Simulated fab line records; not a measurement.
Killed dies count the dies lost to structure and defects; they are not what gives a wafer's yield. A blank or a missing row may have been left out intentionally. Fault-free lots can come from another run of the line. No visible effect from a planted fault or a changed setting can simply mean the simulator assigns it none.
What tool caused it? / flow nand harc / 6 lots with 18 wafers sampled at 2 steps, on a route of 1302 steps

WHAT THE GAUGES SHOWED, per wafer
NHARC_A_M0_THK_MEAS_24: measures by xrf.
lot=L167; measured=day 23 08:13; on=film metro-01; thk nm (nm)=110.6 111.8 112.1
lot=L170; measured=day 24 19:14; on=film metro-01; thk nm (nm)=112.6 113.8 111.9
lot=L176; measured=day 27 10:42; on=film metro-02; thk nm (nm)=114.7 112.7 112.9
lot=L184; measured=day 30 04:11; on=film metro-02; thk nm (nm)=116.8 113.0 115.9
lot=L186; measured=day 31 01:50; on=film metro-01; thk nm (nm)=116.3 117.4 114.9
lot=L187; measured=day 31 13:34; on=film metro-01; thk nm (nm)=113.3 113.1 112.1

TOOL THAT RAN EACH LOT (tool first, then ch and the chambers of the sampled wafers, then the start)
lot=L167; NHARC_A_M0_ANNEAL_30=rtp anneal-01 ch 0, day 23 07:36
lot=L170; NHARC_A_M0_ANNEAL_30=rtp anneal-01 ch 0, day 24 18:37
lot=L176; NHARC_A_M0_ANNEAL_30=rtp anneal-01 ch 0, day 27 10:02
lot=L184; NHARC_A_M0_ANNEAL_30=rtp anneal-01 ch 0, day 30 03:33
lot=L186; NHARC_A_M0_ANNEAL_30=rtp anneal-01 ch 0, day 31 01:13
lot=L187; NHARC_A_M0_ANNEAL_30=rtp anneal-02 ch 0, day 31 13:01
- NHARC_A_M0_ANNEAL_30: time 90 s.

THE ANSWER, worked out from the rows above alone
Rule: the lots themselves supply what counts as usual. Put in order of their means at a reading, lots are off if they are a third of the lots or fewer, leave a main group of 4 or more, and stand apart from it by a gap of 3 or more times the standard deviation of the main group's means; of several such gaps the widest counts. A main group whose means are all the same, to the digits that the tables above print for the reading, isn't used. A lot without any number at a reading at which 4 lots or more have one is off too. Where the step has rows for the other lots, those lots are counted as sound.
No lot is off at any reading shown: from this, nothing can be told.

WHAT WAS PUT IN BY THE SIMULATOR
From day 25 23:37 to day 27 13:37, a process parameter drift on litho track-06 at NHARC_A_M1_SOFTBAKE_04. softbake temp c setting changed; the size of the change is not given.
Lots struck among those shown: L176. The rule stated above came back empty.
